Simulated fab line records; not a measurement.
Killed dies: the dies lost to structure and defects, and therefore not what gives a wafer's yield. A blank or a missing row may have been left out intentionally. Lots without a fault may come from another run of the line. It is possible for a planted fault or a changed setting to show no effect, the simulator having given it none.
Chamber matching || flow nandHarc || pecvd-03 running NHARC_P_M1_PRE_CLEAN_32: 3 sister chambers
The step time 12 s. 6 wafers are shown with their chamber, then 12 later ones without.

== WAFERS PAIRED WITH THEIR CHAMBERS ==
{"wafer": "L083.3", "chamber": 2, "heaterPowerW (W)": 775}
{"wafer": "L084.6", "chamber": 2, "heaterPowerW (W)": 723}
{"wafer": "L087.1", "chamber": 0, "heaterPowerW (W)": 693}
{"wafer": "L091.2", "chamber": 0, "heaterPowerW (W)": 668}
{"wafer": "L091.3", "chamber": 1, "heaterPowerW (W)": 540}
{"wafer": "L091.5", "chamber": 1, "heaterPowerW (W)": 522}

== WAFERS WHOSE CHAMBER IS MISSING ==
{"wafer": "L093.2", "heaterPowerW (W)": 637}
{"wafer": "L093.4", "heaterPowerW (W)": 629}
{"wafer": "L093.5", "heaterPowerW (W)": 543}
{"wafer": "L095.1", "heaterPowerW (W)": 632}
{"wafer": "L095.3", "heaterPowerW (W)": 558}
{"wafer": "L095.5", "heaterPowerW (W)": 536}
{"wafer": "L096.3", "heaterPowerW (W)": 708}
{"wafer": "L096.5", "heaterPowerW (W)": 757}
{"wafer": "L096.6", "heaterPowerW (W)": 686}
{"wafer": "L097.1", "heaterPowerW (W)": 699}
{"wafer": "L097.5", "heaterPowerW (W)": 607}
{"wafer": "L097.6", "heaterPowerW (W)": 671}

== WHICH CHAMBER EACH WENT THROUGH ==
{"wafer": "L093.2", "from the rows above": 0, "in truth": 0}
{"wafer": "L093.4", "from the rows above": "can't be placed: 0 or 1", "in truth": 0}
{"wafer": "L093.5", "from the rows above": 1, "in truth": 1}
{"wafer": "L095.1", "from the rows above": 0, "in truth": 0}
{"wafer": "L095.3", "from the rows above": 1, "in truth": 1}
{"wafer": "L095.5", "from the rows above": 1, "in truth": 1}
{"wafer": "L096.3", "from the rows above": "can't be placed: 0 or 2", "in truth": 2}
{"wafer": "L096.5", "from the rows above": 2, "in truth": 2}
{"wafer": "L096.6", "from the rows above": 0, "in truth": 0}
{"wafer": "L097.1", "from the rows above": "can't be placed: 0 or 2", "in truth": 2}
{"wafer": "L097.5", "from the rows above": "can't be placed: 0 or 1", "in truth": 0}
{"wafer": "L097.6", "from the rows above": 0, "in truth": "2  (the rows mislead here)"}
Correct placement for 7 of the 12. These rows do not allow placing 4 (true chamber among the candidates in 4). Number placed wrongly: 1.
How it was worked out, from the rows above alone: a wafer's distance from a chamber is the root of the sum, over the readings, of the square of ((its reading less the chamber's mean) divided by the reading's scatter). If the next closest chamber is less than 2 further off than the closest, the wafer can't be placed; otherwise it belongs to the closest. The mean given for a chamber averages the wafers shown for that chamber. The scatter is the square root of a quotient: the sum, over the shown wafers, of each reading's squared deviation from its chamber's mean, divided by wafers minus chambers.
